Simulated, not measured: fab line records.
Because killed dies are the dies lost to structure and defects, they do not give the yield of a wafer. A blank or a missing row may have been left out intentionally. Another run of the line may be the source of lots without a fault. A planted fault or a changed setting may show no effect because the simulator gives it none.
fab line records / flow nand-harc
record: lots: 6 wafers: 18 last-day: 27
route steps=1159 shown A_CHANNEL_FILL_D1@515 A_STAIRCASE@519
lots that met no fault: taken from a fault-free run of the same line
start-h: the number of hours between the record's first day and the start of the first shown wafer of the lot / wait-h: hours elapsed since this lot's preceding step / " repeats the value in the row above / L1.1+2: several wafers, shown together as one row / - value missing, or start not given / * or withheld: withheld / < > ~ a bound
route shown NAME@n: names a module that has steps shown in the file, with the first one's number in the route / usual: mean/standard deviation taken from wafers without a fault / same: alike in all rows / chamber/n: place in a boat / sites: readings site by site / _std_site: standard deviation across them / _edge_site: the outer-site mean with the inner-site mean subtracted / radius-mm: for every site, how far away it sits from the centre of the wafer / mask NAME#n: copy n / behind: the most recent tool/chamber to have shaped the wafer / hold: reason for holding the lot/hours on hold/outcome of the hold / device: whichever transistor did not switch (one of n, p or np) / end of line: the same wafers' tests at the end of the route / a step without rows: its recipe alone / killed: not the wafer's yield, but the dies lost to structure and defects at the first sort / map: per-die view of a wafer (x killed, . not killed, _ where there is no die)
set.NAME: the setting the step ran with; set.NAME@STEP: the setting that earlier step ran with / model.NAME: the simulator's own value behind a step, which no gauge read
certain route steps with their lots: each step a table, each wafer a row
services: the hour from which a tool's chamber was out of use, counted from the record's first day as start-h (under 0 if before that day), plus the number of hours and why
== steps ==
step: NHARC_A_CHANNEL_FILL_D1_SRD_12
step: NHARC_A_CHANNEL_FILL_D1_RTA_24
recipe: temp-c: 1000 time-s: 5
usual: lamp-power-pct: 26.8/1.2 lamp_zone_7_pct: 27.3/1.2 wafer_temp_C_max: 1005.3/1.5
lot.wafer=L834.2 tool=rtp-anneal-01 chamber=0 start-h=252.11 wait-h=0.1 lamp-power-pct=27.8 lamp_zone_7_pct=28.2 wafer_temp_C_max=1004.2
lot.wafer=L834.3 tool=rtp-anneal-01 chamber=0 start-h=252.11 wait-h=0.1 lamp-power-pct=27.8 lamp_zone_7_pct=28.2 wafer_temp_C_max=1005.9
lot.wafer=L834.6 tool=rtp-anneal-01 chamber=0 start-h=252.11 wait-h=0.1 lamp-power-pct=27.8 lamp_zone_7_pct=28.3 wafer_temp_C_max=1003.4
lot.wafer=L842.1 tool=rtp-anneal-01 chamber=0 start-h=305.73 wait-h=0.2 lamp-power-pct=27.8 lamp_zone_7_pct=28.3 wafer_temp_C_max=1005.0
lot.wafer=L842.3 tool=rtp-anneal-01 chamber=0 start-h=305.73 wait-h=0.2 lamp-power-pct=27.9 lamp_zone_7_pct=28.3 wafer_temp_C_max=1003.8
lot.wafer=L842.5 tool=rtp-anneal-01 chamber=0 start-h=305.73 wait-h=0.2 lamp-power-pct=27.8 lamp_zone_7_pct=28.3 wafer_temp_C_max=1004.7
lot.wafer=L844.1 tool=rtp-anneal-01 chamber=0 start-h=305.90 wait-h=0.4 lamp-power-pct=27.8 lamp_zone_7_pct=28.3 wafer_temp_C_max=1005.2
lot.wafer=L844.3 tool=rtp-anneal-01 chamber=0 start-h=305.90 wait-h=0.4 lamp-power-pct=27.8 lamp_zone_7_pct=28.2 wafer_temp_C_max=1004.0
lot.wafer=L844.4 tool=rtp-anneal-01 chamber=0 start-h=305.90 wait-h=0.4 lamp-power-pct=27.9 lamp_zone_7_pct=28.3 wafer_temp_C_max=1006.0
lot.wafer=L845.1 tool=rtp-anneal-02 chamber=0 start-h=328.98 wait-h=0.0 lamp-power-pct=25.4 lamp_zone_7_pct=25.8 wafer_temp_C_max=1004.8
lot.wafer=L845.4 tool=rtp-anneal-02 chamber=0 start-h=328.98 wait-h=0.0 lamp-power-pct=25.4 lamp_zone_7_pct=25.8 wafer_temp_C_max=1006.8
lot.wafer=L845.5 tool=rtp-anneal-02 chamber=0 start-h=328.98 wait-h=0.0 lamp-power-pct=25.4 lamp_zone_7_pct=25.8 wafer_temp_C_max=1007.1
lot.wafer=L850.2 tool=rtp-anneal-01 chamber=0 start-h=346.84 wait-h=0.1 lamp-power-pct=27.8 lamp_zone_7_pct=28.3 wafer_temp_C_max=1004.2
lot.wafer=L850.3 tool=rtp-anneal-01 chamber=0 start-h=346.84 wait-h=0.1 lamp-power-pct=27.8 lamp_zone_7_pct=28.3 wafer_temp_C_max=1003.7
lot.wafer=L850.4 tool=rtp-anneal-01 chamber=0 start-h=346.84 wait-h=0.1 lamp-power-pct=27.8 lamp_zone_7_pct=28.3 wafer_temp_C_max=1004.6
lot.wafer=L851.3 tool=rtp-anneal-01 chamber=0 start-h=356.01 wait-h=0.1 lamp-power-pct=27.7 lamp_zone_7_pct=28.2 wafer_temp_C_max=1005.5
lot.wafer=L851.4 tool=rtp-anneal-01 chamber=0 start-h=356.01 wait-h=0.1 lamp-power-pct=27.8 lamp_zone_7_pct=28.3 wafer_temp_C_max=1004.6
lot.wafer=L851.5 tool=rtp-anneal-01 chamber=0 start-h=356.01 wait-h=0.1 lamp-power-pct=27.7 lamp_zone_7_pct=28.3 wafer_temp_C_max=1003.6
step: NHARC_A_CHANNEL_FILL_D1_INSPECT_13
usual: raw-defect-count: 318/120
lot.wafer=L834.2 tool=defect-inspect-01 chamber=- start-h=252.28 wait-h=0.1 raw-defect-count=662
lot.wafer=L834.3 tool=defect-inspect-01 chamber=- start-h=252.28 wait-h=0.1 raw-defect-count=559
lot.wafer=L834.6 tool=defect-inspect-01 chamber=- start-h=252.28 wait-h=0.1 raw-defect-count=589
lot.wafer=L842.1 tool=defect-inspect-01 chamber=- start-h=305.93 wait-h=0.2 raw-defect-count=255
lot.wafer=L842.3 tool=defect-inspect-01 chamber=- start-h=305.93 wait-h=0.2 raw-defect-count=349
lot.wafer=L842.5 tool=defect-inspect-01 chamber=- start-h=305.93 wait-h=0.2 raw-defect-count=268
lot.wafer=L844.1 tool=defect-inspect-01 chamber=- start-h=306.10 wait-h=0.2 raw-defect-count=752
lot.wafer=L844.3 tool=defect-inspect-01 chamber=- start-h=306.10 wait-h=0.2 raw-defect-count=282
lot.wafer=L844.4 tool=defect-inspect-01 chamber=- start-h=306.10 wait-h=0.2 raw-defect-count=356
lot.wafer=L845.1 tool=defect-inspect-01 chamber=- start-h=329.18 wait-h=0.2 raw-defect-count=710
lot.wafer=L845.4 tool=defect-inspect-01 chamber=- start-h=329.18 wait-h=0.2 raw-defect-count=344
lot.wafer=L845.5 tool=defect-inspect-01 chamber=- start-h=329.18 wait-h=0.2 raw-defect-count=253
lot.wafer=L850.2 tool=defect-inspect-02 chamber=- start-h=347.01 wait-h=0.1 raw-defect-count=311
lot.wafer=L850.3 tool=defect-inspect-02 chamber=- start-h=347.01 wait-h=0.1 raw-defect-count=181
lot.wafer=L850.4 tool=defect-inspect-02 chamber=- start-h=347.01 wait-h=0.1 raw-defect-count=224
lot.wafer=L851.3 tool=defect-inspect-01 chamber=- start-h=356.16 wait-h=0.1 raw-defect-count=520
lot.wafer=L851.4 tool=defect-inspect-01 chamber=- start-h=356.16 wait-h=0.1 raw-defect-count=427
lot.wafer=L851.5 tool=defect-inspect-01 chamber=- start-h=356.16 wait-h=0.1 raw-defect-count=198
step: NHARC_A_STAIRCASE_DEP_156
recipe: target-thk-a: 500 temp-c: 400 target-thk-nm: 50 flow-sccm: 200 rf-w: 450 material: SiNx
usual: heater-power-w: 707/82
lot.wafer=L834.2 tool=pecvd-01 chamber=0 start-h=252.39 wait-h=0.1 heater-power-w=821
lot.wafer=L834.3 tool=pecvd-01 chamber=2 start-h=252.39 wait-h=0.1 heater-power-w=762
lot.wafer=L834.6 tool=pecvd-01 chamber=0 start-h=252.39 wait-h=0.1 heater-power-w=684
lot.wafer=L842.1 tool=pecvd-03 chamber=0 start-h=306.02 wait-h=0.1 heater-power-w=553
lot.wafer=L842.3 tool=pecvd-03 chamber=1 start-h=306.02 wait-h=0.1 heater-power-w=609
lot.wafer=L842.5 tool=pecvd-03 chamber=2 start-h=306.02 wait-h=0.1 heater-power-w=824
lot.wafer=L844.3 tool=pecvd-01 chamber=0 start-h=306.20 wait-h=0.1 heater-power-w=800
lot.wafer=L844.1 tool=pecvd-01 chamber=1 start-h=306.20 wait-h=0.1 heater-power-w=704
lot.wafer=L844.4 tool=pecvd-01 chamber=0 start-h=306.20 wait-h=0.1 heater-power-w=812
lot.wafer=L845.1 tool=pecvd-01 chamber=1 start-h=329.31 wait-h=0.1 heater-power-w=703
lot.wafer=L845.4 tool=pecvd-01 chamber=0 start-h=329.31 wait-h=0.1 heater-power-w=814
lot.wafer=L845.5 tool=pecvd-01 chamber=1 start-h=329.31 wait-h=0.1 heater-power-w=708
lot.wafer=L850.2 tool=pecvd-02 chamber=2 start-h=347.08 wait-h=0.1 heater-power-w=776
lot.wafer=L850.3 tool=pecvd-02 chamber=1 start-h=347.08 wait-h=0.1 heater-power-w=640
lot.wafer=L850.4 tool=pecvd-02 chamber=1 start-h=347.08 wait-h=0.1 heater-power-w=642
lot.wafer=L851.3 tool=pecvd-02 chamber=1 start-h=356.30 wait-h=0.1 heater-power-w=752
lot.wafer=L851.5 tool=pecvd-02 chamber=2 start-h=356.30 wait-h=0.1 heater-power-w=754
lot.wafer=L851.4 tool=pecvd-02 chamber=0 start-h=356.30 wait-h=0.1 heater-power-w=673
step: NHARC_A_STAIRCASE_DEHYDRATE_158
recipe: temp-c: 150 time-s: 120
step: NHARC_A_STAIRCASE_HMDS_159
recipe: time-s: 30
step: NHARC_A_STAIRCASE_COAT_160
recipe: spin-rpm: 1200
step: NHARC_A_STAIRCASE_SOFTBAKE_161
recipe: temp-c: 135 time-s: 170
step: NHARC_A_STAIRCASE_EBR_162
step: NHARC_A_STAIRCASE_EXPOSE_163
recipe: na: 0.5 dose-mj: 20.01 mask-id: STAIR_OPEN
step: NHARC_A_STAIRCASE_PEB_164
recipe: peb-temp-c: 115 peb-time-s: 130
step: NHARC_A_STAIRCASE_DEVELOP_165
recipe: time-s: 140
usual: chill-plate-temp-C: 22.97/0.11 exhaust-pa: 44.8/0.85
lot.wafer=L834.2 tool=litho-track-02 chamber=0 start-h=253 wait-h=- chill-plate-temp-C=22.94 exhaust-pa=45.2
lot.wafer=L834.3 tool=litho-track-02 chamber=0 start-h=253 wait-h=- chill-plate-temp-C=22.94 exhaust-pa=45.2
lot.wafer=L834.6 tool=litho-track-02 chamber=0 start-h=253 wait-h=- chill-plate-temp-C=22.97 exhaust-pa=45.5
lot.wafer=L842.1 tool=litho-track-05 chamber=- start-h=306 wait-h=- chill-plate-temp-C=- exhaust-pa=-
lot.wafer=L842.3 tool=litho-track-05 chamber=- start-h=306 wait-h=- chill-plate-temp-C=- exhaust-pa=-
lot.wafer=L842.5 tool=litho-track-05 chamber=- start-h=306 wait-h=- chill-plate-temp-C=- exhaust-pa=-
lot.wafer=L844.1 tool=litho-track-03 chamber=- start-h=306 wait-h=- chill-plate-temp-C=- exhaust-pa=-
lot.wafer=L844.3 tool=litho-track-03 chamber=- start-h=306 wait-h=- chill-plate-temp-C=- exhaust-pa=-
lot.wafer=L844.4 tool=litho-track-03 chamber=- start-h=306 wait-h=- chill-plate-temp-C=- exhaust-pa=-
lot.wafer=L845.1 tool=litho-track-05 chamber=0 start-h=329 wait-h=- chill-plate-temp-C=22.81 exhaust-pa=46.3
lot.wafer=L845.4 tool=litho-track-05 chamber=0 start-h=329 wait-h=- chill-plate-temp-C=23.07 exhaust-pa=45.3
lot.wafer=L845.5 tool=litho-track-05 chamber=0 start-h=329 wait-h=- chill-plate-temp-C=23.06 exhaust-pa=45.2
lot.wafer=L850.2 tool=litho-track-05 chamber=0 start-h=347 wait-h=- chill-plate-temp-C=22.97 exhaust-pa=45.4
lot.wafer=L850.3 tool=litho-track-05 chamber=0 start-h=347 wait-h=- chill-plate-temp-C=22.79 exhaust-pa=45.4
lot.wafer=L850.4 tool=litho-track-05 chamber=0 start-h=347 wait-h=- chill-plate-temp-C=22.97 exhaust-pa=44.2
lot.wafer=L851.3 tool=litho-track-03 chamber=0 start-h=356 wait-h=- chill-plate-temp-C=22.97 exhaust-pa=44.1
lot.wafer=L851.4 tool=litho-track-03 chamber=0 start-h=356 wait-h=- chill-plate-temp-C=22.97 exhaust-pa=43.4
lot.wafer=L851.5 tool=litho-track-03 chamber=0 start-h=356 wait-h=- chill-plate-temp-C=23.08 exhaust-pa=43.5
== services ==
tool=litho-track-05 chamber=- start-h=237.01 hours=7.0 kind=pm
tool=pecvd-01 chamber=- start-h=237.53 hours=13.0 kind=pm
tool=pecvd-01 chamber=0 start-h=237.53 hours=13.0 kind=vent-cycle
tool=pecvd-01 chamber=1 start-h=237.53 hours=26.3 kind=vent-cycle
tool=pecvd-01 chamber=2 start-h=237.53 hours=13.0 kind=vent-cycle
tool=pecvd-01 chamber=0 start-h=250.53 hours=- kind=clean
tool=pecvd-01 chamber=2 start-h=250.53 hours=- kind=clean
tool=pecvd-03 chamber=- start-h=292.00 hours=13.0 kind=pm
tool=pecvd-03 chamber=0 start-h=292.00 hours=13.0 kind=vent-cycle
tool=pecvd-03 chamber=1 start-h=292.00 hours=13.0 kind=vent-cycle
tool=pecvd-03 chamber=2 start-h=292.00 hours=13.0 kind=vent-cycle
tool=rtp-anneal-02 chamber=- start-h=300.00 hours=12.0 kind=pm
tool=pecvd-03 chamber=0 start-h=305.00 hours=- kind=clean
tool=pecvd-03 chamber=0 start-h=308.58 hours=4.4 kind=repair
tool=pecvd-02 chamber=1 start-h=314.05 hours=2.2 kind=repair
tool=pecvd-02 chamber=- start-h=317.25 hours=0.3 kind=repair
tool=pecvd-02 chamber=- start-h=334.00 hours=13.0 kind=pm
tool=pecvd-02 chamber=0 start-h=334.00 hours=13.0 kind=vent-cycle
tool=pecvd-02 chamber=1 start-h=334.00 hours=13.0 kind=vent-cycle
tool=pecvd-02 chamber=2 start-h=334.00 hours=13.0 kind=vent-cycle
tool=litho-track-02 chamber=- start-h=340.00 hours=7.0 kind=pm
tool=pecvd-02 chamber=0 start-h=347.00 hours=- kind=clean
tool=pecvd-02 chamber=1 start-h=347.00 hours=- kind=clean
tool=pecvd-02 chamber=2 start-h=347.00 hours=- kind=clean
== key ==
first-sign: step: NHARC_A_STAIRCASE_DEVELOP_165 reading: tool-record direction: missing
effect none on later readings
met-at NHARC_A_STAIRCASE_DEVELOP_165
struck-wafers L842.1,L842.3,L842.5,L844.1,L844.3,L844.4
later-rows-left-out L842.1,L842.3,L842.5,L844.1,L844.3,L844.4
sort-left-out L842.1,L842.3,L842.5,L844.1,L844.3,L844.4
tester-left-out L842,L844
fault: kind: skipped-step-whole tool: litho-track-03,litho-track-05 chamber: - onset-h: 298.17 steps: NHARC_A_STAIRCASE_DEVELOP_165 scope: struck-lots-only
tester-left-out: of these lots the tester's yield and bins aren't shown, on N5 and GAA mostly nor the transistor test; their killed dies are dies lost to structure and defects alone, not to doping, threshold or leakage, so they don't give the yield
sort-left-out: the simulated sort isn't trusted on such a fault, so these wafers' sort isn't shown, and their yield isn't known
later-rows-left-out: the simulator's readings of these wafers behind a module that went badly wrong aren't trusted and aren't shown, but for the sort
